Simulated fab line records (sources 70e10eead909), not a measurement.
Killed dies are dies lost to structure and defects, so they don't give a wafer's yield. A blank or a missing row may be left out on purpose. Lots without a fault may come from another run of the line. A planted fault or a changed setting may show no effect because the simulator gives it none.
Chamber matching || flow nand-harc || cmp-02 running NHARC_A_CHANNEL_FILL_D2_CMP_10: 4 sister chambers
The step polishes, target thk 150 nm. 4 wafers are shown with their chamber, then 7 later ones without.

EACH WAFER AND ITS CHAMBER
{"wafer": "L085.4", "chamber": 2, "motor-current-A (A)": 10.0}
{"wafer": "L089.6", "chamber": 1, "motor-current-A (A)": 11.9}
{"wafer": "L090.2", "chamber": 0, "motor-current-A (A)": 12.3}
{"wafer": "L090.3", "chamber": 3, "motor-current-A (A)": 11.8}

WAFERS WITHOUT THEIR CHAMBER
{"wafer": "L090.6", "motor-current-A (A)": 12.3}
{"wafer": "L095.1", "motor-current-A (A)": 12.3}
{"wafer": "L095.4", "motor-current-A (A)": 12.4}
{"wafer": "L095.6", "motor-current-A (A)": 12.3}
{"wafer": "L096.1", "motor-current-A (A)": 12.2}
{"wafer": "L096.5", "motor-current-A (A)": 10.4}
{"wafer": "L096.6", "motor-current-A (A)": 11.4}

EACH ONE'S CHAMBER
{"wafer": "L090.6", "from the rows above": "can't be placed: 0 or 1", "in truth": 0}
{"wafer": "L095.1", "from the rows above": "can't be placed: 0 or 1", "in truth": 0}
{"wafer": "L095.4", "from the rows above": "can't be placed: 0 or 1", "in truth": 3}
{"wafer": "L095.6", "from the rows above": "can't be placed: 0 or 1", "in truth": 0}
{"wafer": "L096.1", "from the rows above": "can't be placed: 0 or 1 or 3", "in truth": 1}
{"wafer": "L096.5", "from the rows above": 2, "in truth": 2}
{"wafer": "L096.6", "from the rows above": "can't be placed: 3 or 1", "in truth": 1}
1 of 7 placed correctly. From these rows, 6 cannot be placed; in 5 the true chamber is one of the candidates. Number placed wrongly: 0.
How it was worked out, from the rows above alone: a wafer's distance from a chamber is the root of the sum, over the readings, of the square of ((its reading less the chamber's mean) divided by the reading's scatter). If the next closest chamber is less than 2 further off than the closest, the wafer can't be placed; otherwise it belongs to the closest. Each chamber's mean is taken over the wafers shown for it. The scatter (one wafer shown for each chamber): square how far every hidden wafer sits from the nearest shown wafer, average those squares and take the square root.
